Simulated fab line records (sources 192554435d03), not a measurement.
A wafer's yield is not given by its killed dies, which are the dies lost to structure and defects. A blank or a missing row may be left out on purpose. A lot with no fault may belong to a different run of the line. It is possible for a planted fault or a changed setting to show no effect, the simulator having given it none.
fab line records + flow n5-finfet
record
- lots=9
- wafers=26
- last-day=18
route steps=1938 shown MOL_CONTACT_COAG@616 BEOL_M0_SAQP@634 BEOL_M0@715 BEOL_M4@1111 PASSIVATION@1936
lots that met no fault: taken from a fault-free run of the same line
start-h: hours from the record's opening day to when the first of the lot's shown wafers began + wait-h: time in hours since the lot's previous step + " unchanged from the row above + L1.1+2: a row that stands for several wafers + - no value present, or no start provided + * or withheld: withheld + < > ~ a bound
route shown NAME@n: a module of which the file shows steps, and the number in the route of the first + usual: average and standard deviation across the fault-free wafers + same: alike in all rows + chamber/n: place in a boat + sites: the reading at each site + _std_site: the values' standard deviation + _edge_site: outer sites' mean less inner sites' + radius-mm: for every site, how far away it sits from the centre of the wafer + mask NAME#n: copy n + behind: tool/chamber where the wafer was last shaped + hold: why the lot went on hold/how many hours it stayed there/how the hold came to an end + device: the n, p or np transistor that did not switch + end of line: the route-end tests of the same wafers + a step without rows: its recipe alone + killed: not the wafer's yield, but the dies lost to structure and defects at the first sort + map: a wafer's dies, x killed, . not, _ none there
set.NAME: the setting the step ran with; set.NAME@STEP: the setting that earlier step ran with + model.NAME: the simulator's own value behind a step, which no gauge read
steps of the route over a sample of lots; a table a step, a row a wafer
services: the hour from which a tool's chamber was out of use, counted from the record's first day as start-h (under 0 if before that day), plus the number of hours and why
## steps
# step N5_MOL_CONTACT_COAG_ETCH_124
# recipe
- chemistry=CH3F/O2
- target=SiNx
- target-depth-a=65
- mask-material=SOC
- stop-on=SiOC
- over-etch-frac=0.3
- ion-energy-ev=120
- pressure-mtorr=30
- source-w=395
- bias-w=73
- Ar_flow_sccm=150
- CH3F_flow_sccm=30
- O2_flow_sccm=20
- ends=end-point
# usual
- O2_flow_sccm=20.01/0.062
- drypump-motor-current-A=5.8/0.32
- oes-product-au=0.71/0.079
- rf-vpp-V=297/4.7
- showerhead-plenum-p-Torr=2.02/0.066
- throttle-valve-pct=16.35/0.21
# same
- over-etch-frac=0.3
| lot.wafer | tool        | chamber | start-h | wait-h | O2_flow_sccm | drypump-motor-current-A | oes-product-au | rf-hours-counter-h | rf-vpp-V | showerhead-plenum-p-Torr | throttle-valve-pct |
|-----------|-------------|---------|---------|--------|--------------|-------------------------|----------------|--------------------|----------|--------------------------|--------------------|
| L319.1    | rie-diel-01 | 0       | 119.04  | 0.0    | 20.04        | 6.2                     | 0.70           | 95                 | 296      | 2.03                     | 16.44              |
| L319.3    | "           | 3       | "       | "      | 20.04        | 5.1                     | 0.57           | 239                | 288      | 1.88                     | 16.51              |
| L319.6    | "           | 1       | "       | "      | 19.99        | 5.9                     | 0.70           | -                  | 303      | 2.10                     | 16.12              |
| L328.2    | rie-diel-01 | 1       | 172.41  | 0.0    | 20.02        | 6.0                     | 0.68           | 107                | 304      | 2.10                     | 16.18              |
| L328.6    | "           | 2       | "       | "      | 19.99        | 6.2                     | 0.81           | -                  | 300      | 2.07                     | 16.34              |
| L332.2    | rie-diel-03 | 3       | 195.75  | 0.0    | 20.05        | 5.6                     | 0.71           | 71                 | 291      | 2.04                     | 16.25              |
| L332.4    | "           | 1       | "       | "      | 20.02        | 5.4                     | 0.60           | 222                | 300      | 1.90                     | 16.62              |
| L332.6    | "           | 3       | "       | "      | 20.06        | 5.6                     | 0.70           | -                  | 291      | 2.04                     | 16.27              |
| L334.2    | rie-diel-01 | 0       | 202.74  | 0.0    | 20.06        | 6.2                     | 0.67           | 137                | 296      | 2.02                     | 16.51              |
| L334.4    | "           | 0       | "       | "      | 20.01        | 6.2                     | 0.68           | -                  | 296      | 2.02                     | 16.53              |
| L334.6    | "           | 2       | "       | "      | 20.02        | 6.2                     | 0.79           | -                  | 301      | 2.06                     | 16.37              |
| L333.1    | rie-diel-03 | 2       | 202.90  | 0.0    | 20.13        | 5.7                     | 0.62           | 176                | 287      | 1.92                     | 16.36              |
| L333.5    | "           | 3       | "       | "      | 19.99        | 5.6                     | 0.70           | -                  | 290      | 2.04                     | 16.25              |
| L333.6    | "           | 2       | "       | "      | 19.99        | 5.7                     | 0.63           | -                  | 288      | 1.92                     | 16.36              |
| L337.4    | rie-diel-05 | 3       | 227.53  | 0.0    | 19.95        | 5.3                     | 0.76           | 23                 | 297      | 1.94                     | 16.44              |
| L337.5    | "           | 3       | "       | "      | 19.93        | 5.3                     | 0.77           | -                  | 297      | 1.94                     | 16.44              |
| L337.6    | "           | 0       | "       | "      | 19.87        | 5.8                     | 0.62           | -                  | 296      | 1.96                     | 16.22              |
| L338.1    | rie-diel-03 | 2       | 227.66  | 0.0    | 20.01        | 5.7                     | 0.62           | 185                | 288      | 1.91                     | 16.35              |
| L338.5    | "           | 0       | "       | "      | 19.98        | 5.5                     | 0.58           | -                  | 304      | 2.05                     | 16.73              |
| L338.6    | "           | 1       | "       | "      | 19.91        | 5.3                     | 0.59           | -                  | 300      | 1.90                     | 16.65              |
| L340.1    | rie-diel-05 | 2       | 239.28  | 0.0    | 20.13        | 5.8                     | 0.76           | 36                 | 297      | 1.95                     | 16.51              |
| L340.4    | "           | 1       | "       | "      | 20.04        | 5.8                     | 0.72           | 63                 | 295      | 2.05                     | 16.10              |
| L340.5    | "           | 2       | "       | "      | 20.07        | 5.9                     | 0.76           | -                  | 298      | 1.95                     | 16.52              |
| L339.1    | rie-diel-01 | 1       | 239.60  | 0.0    | 20.02        | 5.9                     | 0.66           | 131                | 303      | 2.09                     | 16.21              |
| L339.2    | "           | 0       | "       | "      | 19.98        | 6.2                     | 0.66           | 148                | 295      | 2.01                     | 16.54              |
| L339.3    | "           | 3       | "       | "      | 19.97        | 5.1                     | 0.77           | 22                 | 293      | 2.12                     | 16.07              |
# step N5_MOL_CONTACT_COAG_CD_MEAS_101
# recipe
- target-cd-nm=16
# usual
- cd-nm=16.0/0.47
| lot.wafer | tool      | chamber | start-h | wait-h | cd-nm |
|-----------|-----------|---------|---------|--------|-------|
| L319.1    | cd-sem-02 | -       | 119.36  | 0.0    | 17.0  |
| L319.3    | "         | -       | "       | "      | 16.4  |
| L319.6    | "         | -       | "       | "      | 15.6  |
| L328.2    | cd-sem-03 | -       | 172.74  | 0.0    | 15.3  |
| L328.6    | "         | -       | "       | "      | 15.8  |
| L332.2    | cd-sem-03 | -       | 196.07  | 0.0    | 16.4  |
| L332.4    | "         | -       | "       | "      | 16.1  |
| L332.6    | "         | -       | "       | "      | 15.9  |
| L334.2    | cd-sem-03 | -       | 203.06  | 0.0    | 16.6  |
| L334.4    | "         | -       | "       | "      | 16.7  |
| L334.6    | "         | -       | "       | "      | 16.1  |
| L333.1    | cd-sem-03 | -       | 203.22  | 0.0    | 15.1  |
| L333.5    | "         | -       | "       | "      | 15.6  |
| L333.6    | "         | -       | "       | "      | 14.9  |
| L337.4    | cd-sem-03 | -       | 227.86  | 0.0    | 16.4  |
| L337.5    | "         | -       | "       | "      | 16.6  |
| L337.6    | "         | -       | "       | "      | 16.3  |
| L338.1    | cd-sem-02 | -       | 227.98  | 0.0    | 15.9  |
| L338.5    | "         | -       | "       | "      | 16.4  |
| L338.6    | "         | -       | "       | "      | 16.6  |
| L340.1    | cd-sem-01 | -       | 239.60  | 0.0    | 16.0  |
| L340.4    | "         | -       | "       | "      | 15.8  |
| L340.5    | "         | -       | "       | "      | 16.8  |
| L339.1    | cd-sem-01 | -       | 239.92  | 0.0    | 16.0  |
| L339.2    | "         | -       | "       | "      | 16.7  |
| L339.3    | "         | -       | "       | "      | 15.9  |
# step N5_BEOL_M0_SAQP_HM_DEP_02
# recipe
- material=TiN
- target-thk-a=120
- temp-c=25
- chamber-pressure-pa=0.49996
# usual
- throttle-valve-pct=30.7/0.85
| lot.wafer | tool           | chamber | start-h | wait-h | throttle-valve-pct |
|-----------|----------------|---------|---------|--------|--------------------|
| L319.1    | pvd-sputter-03 | -       | 124.96  | 1.4    | 29.5               |
| L319.3    | "              | -       | "       | "      | 28.9               |
| L319.6    | "              | -       | "       | "      | 31.2               |
| L328.2    | pvd-sputter-03 | -       | 178.73  | 1.8    | 31.0               |
| L328.6    | "              | -       | "       | "      | 32.1               |
| L332.2    | pvd-sputter-03 | -       | 202.50  | 1.0    | 31.2               |
| L332.4    | "              | -       | "       | "      | 29.7               |
| L332.6    | "              | -       | "       | "      | 30.9               |
| L334.2    | pvd-sputter-02 | -       | 208.73  | 1.5    | 29.8               |
| L334.4    | "              | -       | "       | "      | 30.6               |
| L334.6    | "              | -       | "       | "      | 30.5               |
| L333.1    | pvd-sputter-01 | -       | 211.94  | 1.7    | 30.6               |
| L333.5    | "              | -       | "       | "      | 30.6               |
| L333.6    | "              | -       | "       | "      | 31.2               |
| L337.4    | pvd-sputter-03 | -       | 233.19  | 1.1    | 29.3               |
| L337.5    | "              | -       | "       | "      | 29.5               |
| L337.6    | "              | -       | "       | "      | 29.1               |
| L338.1    | pvd-sputter-02 | -       | 238.35  | 3.3    | 30.6               |
| L338.5    | "              | -       | "       | "      | 30.2               |
| L338.6    | "              | -       | "       | "      | 29.8               |
| L340.1    | pvd-sputter-03 | -       | 244.34  | 0.6    | 32.4               |
| L340.4    | "              | -       | "       | "      | 31.0               |
| L340.5    | "              | -       | "       | "      | 31.2               |
| L339.1    | pvd-sputter-01 | -       | 247.18  | 0.4    | 30.6               |
| L339.2    | "              | -       | "       | "      | 31.4               |
| L339.3    | "              | -       | "       | "      | 31.5               |
# step N5_BEOL_M0_SAQP_PECVD_03
# recipe
- material=SiCN
- target-thk-a=120
- temp-c=withheld
- precursor=3MS/NH3
- pressure-torr=3
- rf-w=202
- time-s=21.1
# usual
- run-length-s=51.4/0.51
- showerhead-plenum-p-Torr=3.669/0.013
- throttle-valve-pct=9.1/0.54
| lot.wafer | tool     | chamber | start-h | wait-h | run-length-s | showerhead-plenum-p-Torr | throttle-valve-pct |
|-----------|----------|---------|---------|--------|--------------|--------------------------|--------------------|
| L319.1    | pecvd-01 | 1       | 125.08  | 0.1    | 51.3         | 3.647                    | 9.8                |
| L319.3    | "        | 2       | "       | "      | 52.0         | 3.661                    | 9.0                |
| L319.6    | "        | 1       | "       | "      | 50.9         | 3.653                    | 9.7                |
| L328.2    | pecvd-01 | 1       | 178.85  | 0.1    | 47.2         | 3.663                    | 9.7                |
| L328.6    | "        | 2       | "       | "      | 47.8         | 3.657                    | 9.1                |
| L332.2    | pecvd-02 | 0       | 202.62  | 0.1    | 50.2         | 3.676                    | 9.3                |
| L332.4    | "        | 1       | "       | "      | 51.3         | 3.681                    | 9.7                |
| L332.6    | "        | 0       | "       | "      | 50.5         | 3.681                    | 9.0                |
| L334.2    | pecvd-02 | 1       | 208.85  | 0.1    | 51.1         | 3.683                    | 10.0               |
| L334.4    | "        | 1       | "       | "      | 51.3         | 3.694                    | 9.9                |
| L334.6    | "        | 2       | "       | "      | 51.4         | 3.672                    | 8.8                |
| L333.1    | pecvd-04 | 2       | 212.07  | 0.1    | 51.5         | 3.670                    | 8.6                |
| L333.5    | "        | 0       | "       | "      | 51.9         | 3.643                    | 8.6                |
| L333.6    | "        | 1       | "       | "      | 51.4         | 3.681                    | 8.8                |
| L337.4    | pecvd-02 | 0       | 233.33  | 0.1    | 51.0         | 3.678                    | 9.3                |
| L337.5    | "        | 1       | "       | "      | 51.4         | 3.687                    | 9.9                |
| L337.6    | "        | 2       | "       | "      | 51.4         | 3.678                    | 8.8                |
| L338.1    | pecvd-02 | 1       | 238.47  | 0.1    | 52.0         | 3.684                    | 10.0               |
| L338.5    | "        | 1       | "       | "      | 52.1         | 3.685                    | 10.0               |
| L338.6    | "        | 2       | "       | "      | 51.0         | 3.675                    | 8.7                |
| L340.1    | pecvd-02 | 0       | 244.46  | 0.1    | 50.7         | 3.674                    | 9.3                |
| L340.4    | "        | 0       | "       | "      | 50.5         | 3.676                    | 9.2                |
| L340.5    | "        | 2       | "       | "      | 51.3         | 3.687                    | 9.0                |
| L339.1    | pecvd-02 | 0       | 247.30  | 0.1    | 50.6         | 3.668                    | 9.3                |
| L339.2    | "        | 2       | "       | "      | 51.1         | 3.673                    | 9.0                |
| L339.3    | "        | 1       | "       | "      | 51.2         | 3.684                    | 9.9                |
# step N5_BEOL_M0_ETCH_138
# recipe
- chemistry=CH3F/O2
- target-depth-a=120
- target=SiCN
- time-s=31.6
- ion-energy-ev=120
- pressure-mtorr=30
- source-w=395
- bias-w=75
- Ar_flow_sccm=150
- CH3F_flow_sccm=30
- O2_flow_sccm=20
- ends=cleared
# usual
- O2_flow_sccm=20.00/0.056
- drypump-motor-current-A=5.7/0.32
- etch-rf-on-time-s=28.9/1
- oes-product-au=0.70/0.076
- rf-vpp-V=297.5/1.7
- showerhead-plenum-p-Torr=2.01/0.07
- throttle-valve-pct=16.38/0.2
| lot.wafer | tool        | chamber | start-h | wait-h | O2_flow_sccm | drypump-motor-current-A | etch-rf-on-time-s | oes-product-au | rf-hours-counter-h | rf-vpp-V | showerhead-plenum-p-Torr | throttle-valve-pct |
|-----------|-------------|---------|---------|--------|--------------|-------------------------|-------------------|----------------|--------------------|----------|--------------------------|--------------------|
| L319.1    | rie-diel-03 | 1       | 132.26  | 0.0    | 20.04        | 5.4                     | 29.4              | 0.63           | 194                | 294.7    | 1.91                     | 16.55              |
| L319.3    | "           | 0       | "       | "      | 19.94        | 5.5                     | 28.4              | 0.62           | 173                | 299.7    | 2.06                     | 16.65              |
| L319.6    | "           | 2       | "       | "      | 19.93        | 5.7                     | 30.4              | 0.65           | -                  | 296.2    | 1.92                     | 16.31              |
| L328.2    | rie-diel-01 | 1       | 189.85  | 0.0    | 20.07        | 5.9                     | 21.5              | 0.67           | 116                | 297.5    | 2.09                     | 16.19              |
| L328.6    | "           | 2       | "       | "      | 20.04        | 6.2                     | 20.3              | 0.81           | -                  | 297.4    | 2.07                     | 16.37              |
| L332.2    | rie-diel-05 | 0       | 211.88  | 0.0    | 19.99        | 5.8                     | 29.4              | 0.63           | 191                | 297.8    | 1.96                     | 16.22              |
| L332.4    | "           | 1       | "       | "      | 19.99        | 5.8                     | 28.4              | 0.74           | 54                 | 296.6    | 2.05                     | 16.07              |
| L332.6    | "           | 3       | "       | "      | 20.00        | 5.3                     | 28.2              | 0.80           | -                  | 296.6    | 1.95                     | 16.42              |
| L334.2    | rie-diel-05 | 2       | 216.21  | 0.0    | 20.00        | 5.9                     | 27.7              | 0.79           | 29                 | 296.6    | 1.95                     | 16.51              |
| L334.4    | "           | 0       | "       | "      | 19.99        | 5.8                     | 29.2              | 0.63           | 193                | 297.7    | 1.96                     | 16.21              |
| L334.6    | "           | 2       | "       | "      | 19.98        | 5.9                     | 28.6              | 0.79           | -                  | 295.8    | 1.95                     | 16.50              |
| L333.1    | rie-diel-03 | 1       | 218.42  | 0.0    | 19.99        | 5.3                     | 28.0              | 0.61           | 230                | 294.9    | 1.90                     | 16.64              |
| L333.5    | "           | 3       | "       | "      | 20.08        | 5.6                     | 29.1              | 0.71           | -                  | 298.6    | 2.04                     | 16.27              |
| L333.6    | "           | 2       | "       | "      | 19.98        | 5.7                     | 30.4              | 0.63           | -                  | 296.0    | 1.91                     | 16.34              |
| L337.4    | rie-diel-03 | 1       | 240.18  | 0.0    | 19.84        | 5.4                     | 29.2              | 0.60           | 237                | 295.2    | 1.90                     | 16.64              |
| L337.5    | "           | 0       | "       | "      | 20.07        | 5.5                     | 27.4              | 0.60           | -                  | 296.6    | 2.05                     | 16.75              |
| L337.6    | "           | 3       | "       | "      | 19.95        | 5.6                     | 27.5              | 0.71           | -                  | 297.1    | 2.04                     | 16.28              |
| L338.1    | rie-diel-01 | 2       | 245.11  | 0.0    | 19.99        | 6.2                     | 26.8              | 0.78           | 40                 | 298.3    | 2.06                     | 16.40              |
| L338.5    | "           | 3       | "       | "      | 20.05        | 5.1                     | 28.2              | 0.77           | -                  | 300.1    | 2.12                     | 16.05              |
| L338.6    | "           | 2       | "       | "      | 19.91        | 6.2                     | 27.4              | 0.78           | -                  | 299.2    | 2.06                     | 16.40              |
| L340.1    | rie-diel-01 | 0       | 252.39  | 0.0    | 19.90        | 6.2                     | 27.7              | 0.66           | 152                | 296.3    | 2.01                     | 16.54              |
| L340.4    | "           | 2       | "       | "      | 20.04        | 6.2                     | 28.1              | 0.77           | 43                 | 298.1    | 2.06                     | 16.41              |
| L340.5    | "           | 0       | "       | "      | 19.92        | 6.2                     | 29.2              | 0.65           | -                  | 297.1    | 2.01                     | 16.56              |
| L339.1    | rie-diel-01 | 0       | 254.42  | 0.0    | 20.05        | 6.2                     | 29.7              | 0.66           | 154                | 296.7    | 2.01                     | 16.53              |
| L339.2    | "           | 1       | "       | "      | 20.02        | 5.9                     | 30.5              | 0.65           | 136                | 298.9    | 2.09                     | 16.22              |
| L339.3    | "           | 3       | "       | "      | 19.98        | 5.1                     | 29.6              | 0.77           | 27                 | 299.5    | 2.12                     | 16.06              |
# step N5_BEOL_M4_RC_MEAS_101
# usual
- DIBL_N=35.4/2.1
- DIBL_P=34.8/2.6
- IOFF_N=0.15/0.037
- IOFF_P=0.19/0.037
- ION_N=677/16
- ION_P=462/9.3
- SS_N=71.4/0.75
- SS_P=72.9/0.77
- VT_N=250/3.7
- VT_P=-251/3.5
| lot.wafer | tool      | chamber | start-h | wait-h | DIBL_N[mV/V] | DIBL_P[mV/V] | IOFF_N[nA/um] | IOFF_P[nA/um] | ION_N[uA/um] | ION_P[uA/um] | SS_N[mV/dec] | SS_P[mV/dec] | VT_N[mV] | VT_P[mV] |
|-----------|-----------|---------|---------|--------|--------------|--------------|---------------|---------------|--------------|--------------|--------------|--------------|----------|----------|
| L319.1    | prober-01 | 0       | 197.97  | 0.0    | 35.3         | 35.4         | 0.15          | 0.19          | 690          | 464          | 71.8         | 73.3         | 245      | -253     |
| L319.3    | "         | 0       | "       | "      | 36.9         | 36.0         | 0.16          | 0.18          | 677          | 453          | 71.4         | 72.7         | 250      | -255     |
| L319.6    | "         | 0       | "       | "      | 31.4         | 29.3         | 0.09          | 0.12          | 657          | 449          | 70.0         | 71.3         | 256      | -259     |
| L328.2    | prober-02 | 0       | 251.37  | 0.2    | 36.9         | 36.9         | 0.18          | 0.22          | 691          | 473          | 71.5         | 73.6         | 247      | -248     |
| L328.6    | "         | 0       | "       | "      | 32.7         | 31.6         | 0.11          | 0.14          | 669          | 457          | 70.9         | 72.1         | 253      | -254     |
| L332.2    | prober-02 | 0       | 260.80  | 0.2    | 38.6         | 39.2         | 0.20          | 0.24          | 681          | 474          | 72.1         | 73.5         | 248      | -249     |
| L332.4    | "         | 0       | "       | "      | 33.9         | 33.0         | 0.12          | 0.15          | 668          | 460          | 71.0         | 72.4         | 252      | -255     |
| L332.6    | "         | 0       | "       | "      | 39.1         | 38.8         | 0.18          | 0.23          | 672          | 464          | 71.7         | 73.8         | 251      | -251     |
| L334.2    | prober-01 | 0       | 269.96  | 0.2    | 33.1         | 32.2         | 0.11          | 0.15          | 662          | 448          | 69.8         | 71.9         | 252      | -255     |
| L334.4    | "         | 0       | "       | "      | 32.3         | 31.9         | 0.11          | 0.15          | 682          | 472          | 70.4         | 73.0         | 253      | -253     |
| L334.6    | "         | 0       | "       | "      | 33.5         | 33.4         | 0.13          | 0.16          | 668          | 456          | 71.0         | 72.7         | 251      | -251     |
| L333.1    | prober-01 | 0       | 278.83  | 0.0    | 37.6         | 37.1         | 0.17          | 0.22          | 678          | 467          | 71.9         | 73.8         | 248      | -246     |
| L333.5    | "         | 0       | "       | "      | 35.6         | 36.4         | 0.13          | 0.20          | 662          | 464          | 71.2         | 72.4         | 254      | -250     |
| L333.6    | "         | 0       | "       | "      | 38.4         | 37.6         | 0.22          | 0.24          | 669          | 460          | 72.4         | 73.7         | 249      | -248     |
| L337.4    | prober-01 | 0       | 303.34  | 0.5    | 35.9         | 34.1         | 0.13          | 0.15          | 656          | 449          | 71.6         | 72.8         | 255      | -254     |
| L337.5    | "         | 0       | "       | "      | 39.2         | 39.1         | 0.20          | 0.22          | 709          | 469          | 72.2         | 74.6         | 245      | -253     |
| L337.6    | "         | 0       | "       | "      | 35.8         | 33.8         | 0.13          | 0.14          | 668          | 445          | 71.5         | 73.2         | 254      | -261     |
| L338.1    | prober-01 | 0       | 303.81  | 0.3    | 40.6         | 40.7         | 0.28          | 0.31          | 709          | 480          | 73.2         | 74.6         | 241      | -246     |
| L338.5    | "         | 0       | "       | "      | 38.2         | 37.9         | 0.23          | 0.25          | 708          | 479          | 72.2         | 73.6         | 244      | -245     |
| L338.6    | "         | 0       | "       | "      | 36.6         | 36.7         | 0.18          | 0.22          | 702          | 478          | 72.0         | 73.9         | 246      | -247     |
| L340.1    | prober-02 | 0       | 326.03  | 0.0    | 38.0         | 40.0         | 0.22          | 0.26          | 710          | 477          | 72.6         | 73.7         | 242      | -247     |
| L340.4    | "         | 0       | "       | "      | 36.1         | 37.1         | 0.18          | 0.23          | 701          | 476          | 71.7         | 73.3         | 247      | -250     |
| L340.5    | "         | 0       | "       | "      | 36.0         | 36.9         | 0.17          | 0.21          | 689          | 467          | 71.4         | 73.6         | 246      | -250     |
| L339.1    | prober-01 | 0       | 327.31  | 0.0    | 35.5         | 35.0         | 0.15          | 0.23          | 676          | 468          | 71.7         | 73.1         | 254      | -243     |
| L339.2    | "         | 0       | "       | "      | 32.7         | 31.9         | 0.11          | 0.18          | 672          | 472          | 70.3         | 71.7         | 254      | -247     |
| L339.3    | "         | 0       | "       | "      | 35.4         | 36.6         | 0.16          | 0.25          | 688          | 474          | 71.5         | 72.9         | 249      | -244     |
# step N5_PASSIVATION_PROBE_49
# usual
- defect-limited-yield=90.5/1.7
- killed_at_M0_to_M3=37/12
- killed_at_M4_up=14/5.2
- killed-at-contacts=12/5.9
- killed-at-front-end=45/14
- killed-at-other=3.5/2.8
- killed-dies=112/21
- killed-open=73/15
- killed-short=36/8.9
- sort_bin_4_leakage=0.00/0.007
- sort_bin_5_function=5.6/1.2
- sort_bin_6_memory=3.5/0.68
- sort_bin_8_speed=0.01/0.1
- sort-n-pass=1068/21
- sort-yield-pct=90.5/1.8
# same
- gross-dies=1180
- killed-at-back-side=0
| lot.wafer | tool      | chamber | start-h | wait-h | defect-limited-yield[%] | killed_at_M0_to_M3 | killed_at_M4_up | killed-at-contacts | killed-at-front-end | killed-at-other | killed-dies | killed-open | killed-short | sort_bin_4_leakage[%] | sort_bin_5_function[%] | sort_bin_6_memory[%] | sort_bin_8_speed[%] | sort-n-pass | sort-yield-pct[%] |
|-----------|-----------|---------|---------|--------|-------------------------|--------------------|-----------------|--------------------|---------------------|-----------------|-------------|-------------|--------------|-----------------------|------------------------|----------------------|---------------------|-------------|-------------------|
| L328.2    | prober-02 | -       | 361.13  | 0.1    | 90.2                    | 29                 | 20              | 11                 | 54                  | 2               | 116         | 76          | 36           | 0                     | 6.6                    | 3.1                  | 0                   | 1064        | 90.2              |
| L337.4    | prober-01 | -       | 402.14  | 0.2    | 91.7                    | 26                 | 14              | 9                  | 46                  | 3               | 98          | 63          | 34           | 0                     | 4.9                    | 2.9                  | 0                   | 1082        | 91.7              |
| L337.5    | prober-01 | -       | 402.19  | 0.2    | 92.2                    | 29                 | 21              | 5                  | 33                  | 4               | 92          | 57          | 32           | 0                     | 5.1                    | 2.5                  | 0                   | 1088        | 92.2              |
| L337.6    | prober-01 | -       | 402.24  | 0.3    | 92.4                    | 23                 | 11              | 11                 | 40                  | 5               | 90          | 61          | 26           | 0                     | 4.4                    | 3.1                  | 0                   | 1090        | 92.4              |
| L339.1    | prober-01 | -       | 436.39  | 0.0    | 91.9                    | 48                 | 15              | 8                  | 23                  | 1               | 95          | 51          | 40           | 0                     | 4.7                    | 3.1                  | 0.08                | 1085        | 91.9              |
| L339.2    | prober-01 | -       | 436.44  | 0.1    | 94.8                    | 18                 | 12              | 11                 | 18                  | 2               | 61          | 39          | 21           | 0                     | 3.2                    | 1.6                  | 0                   | 1119        | 94.8              |
| L339.3    | prober-01 | -       | 436.49  | 0.1    | 91.9                    | 43                 | 11              | 7                  | 32                  | 2               | 95          | 66          | 26           | 0                     | 4.7                    | 2.8                  | 0                   | 1085        | 91.9              |
# killed by level:class
L328.2 FIN_SAQP:geometric-particle:open=14 MOL_CONTACT_COAG:geometric-particle:open=10 BEOL_M4:geometric-particle:open=10 GATE_CUT:geometric-particle:short=7 BEOL_M1:geometric-particle:open=6 BEOL_M2:geometric-particle:open=6 FIN_SAQP:geometric-particle:short=4 ILD0:geometric-particle:open=4
L337.4 STI_FIN_REVEAL:geometric-particle:open=11 MOL_CONTACT_COAG:geometric-particle:open=8 BEOL_M0_SAQP:geometric-particle:open=7 BEOL_M4:geometric-particle:open=7 FIN_SAQP:geometric-particle:open=6 STARTING-WAFER:geometric-particle:short=6 STI_FIN_REVEAL:geometric-particle:short=4 BEOL_M0:geometric-particle:open=4
L337.5 STI_FIN_REVEAL:geometric-particle:open=8 BEOL_M0_SAQP:geometric-particle:open=7 GATE_CUT:geometric-particle:short=6 BEOL_M0_SAQP:geometric-particle:short=5 BEOL_M4:geometric-particle:open=5 BEOL_M5:geometric-particle:open=5 MOL_CONTACT_COAG:geometric-particle:open=4 STARTING-WAFER:geometric-particle:open=4
L337.6 STI_FIN_REVEAL:geometric-particle:open=10 MOL_CONTACT_COAG:geometric-particle:open=10 BEOL_M0:geometric-particle:open=7 DUMMY_GATE:geometric-particle:open=5 STI_FIN_REVEAL:geometric-particle:short=4 ILD0:geometric-particle:open=4 FIN_SAQP:geometric-particle:open=3 GATE_CUT:geometric-particle:open=3
L339.1 BEOL_M0_SAQP:geometric-particle:short=18 BEOL_M0_SAQP:geometric-particle:open=14 MOL_CONTACT_COAG:geometric-particle:open=7 BEOL_M3:geometric-particle:open=5 BEOL_M4:geometric-particle:open=5 FIN_SAQP:geometric-particle:short=4 BEOL_M2:geometric-particle:open=4 GATE_CUT:geometric-particle:short=3
L339.2 MOL_CONTACT_COAG:geometric-particle:open=8 FIN_SAQP:geometric-particle:short=7 BEOL_M4:geometric-particle:open=6 BEOL_M0_SAQP:geometric-particle:open=4 MOL_CONTACT_COAG:geometric-particle:short=3 BEOL_M0_SAQP:geometric-particle:short=3 BEOL_M3:geometric-particle:open=3 BEOL_M6:geometric-particle:open=3
L339.3 BEOL_M0_SAQP:geometric-particle:open=16 FIN_SAQP:geometric-particle:short=7 STI_FIN_REVEAL:geometric-particle:open=7 BEOL_M0_SAQP:geometric-particle:short=7 FIN_SAQP:geometric-particle:open=6 MOL_CONTACT_COAG:geometric-particle:open=6 DUMMY_GATE:geometric-particle:open=5 BEOL_M3:geometric-particle:open=5
## services
| tool           | chamber | start-h | hours | kind                          |
|----------------|---------|---------|-------|-------------------------------|
| pvd-sputter-02 | -       | 116.54  | 1.6   | repair                        |
| pecvd-02       | 0       | 118.68  | 2.1   | scheduled-down                |
| rie-diel-01    | 2       | 134.57  | -     | clean                         |
| rie-diel-01    | 2       | 134.57  | -     | consumable-replace:esc        |
| rie-diel-01    | 2       | 134.57  | -     | consumable-replace:focus-ring |
| rie-diel-01    | 2       | 134.57  | 18.7  | scheduled-down                |
| rie-diel-01    | 2       | 134.57  | 18.7  | vent-cycle                    |
| pecvd-04       | 0       | 136.78  | 13.9  | repair                        |
| pvd-sputter-01 | -       | 137.28  | 15.4  | repair                        |
| rie-diel-01    | -       | 141.22  | 1.0   | repair                        |
| rie-diel-05    | -       | 143.37  | 14.6  | pm                            |
| rie-diel-03    | 3       | 149.91  | 2.5   | repair                        |
| rie-diel-01    | 3       | 153.44  | -     | clean                         |
| rie-diel-01    | 3       | 153.44  | -     | consumable-replace:focus-ring |
| rie-diel-01    | 3       | 153.44  | -     | consumable-replace:showerhead |
| rie-diel-01    | 3       | 153.44  | 27.5  | scheduled-down                |
| rie-diel-01    | 3       | 153.44  | 27.5  | vent-cycle                    |
| pecvd-04       | 1       | 170.87  | 13.4  | repair                        |
| rie-diel-05    | -       | 180.40  | 15.6  | pm                            |
| pecvd-02       | 1       | 204.81  | 2.1   | scheduled-down                |
| pecvd-02       | 2       | 212.94  | 5.5   | scheduled-down                |
| pecvd-01       | 1       | 234.87  | 10.4  | repair                        |
| pecvd-02       | -       | 240.78  | 1.8   | repair                        |
| rie-diel-03    | -       | 253.52  | 0.4   | repair                        |
## key
first-sign
- step=N5_BEOL_M0_SAQP_PECVD_03
- reading=run-length-s
- direction=down
- sigmas=7.6
- usual=*
- struck=*
effect
- step=N5_BEOL_M0_ETCH_138
- reading=etch-rf-on-time-s
- direction=down
- sigmas=7.8
- usual=*
- struck=*
met-at N5_BEOL_M0_SAQP_PECVD_03
struck-lots L328
struck-wafers L328.2,L328.6
not-acting-at N5_MOL_CONTACT_COAG_ETCH_124,N5_MOL_CONTACT_COAG_CD_MEAS_101,N5_BEOL_M0_SAQP_HM_DEP_02
onset-between 125.08 178.85
fault
- kind=process-parameter-drift
- tool=pecvd-01
- chamber=-
- onset-h=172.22
- steps=N5_BEOL_M0_SAQP_PECVD_03
- channel=time-s
- offset=*
- shape=step
- end-h=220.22
- scope=struck-wafers-only
- acts-in=*
- stated=*
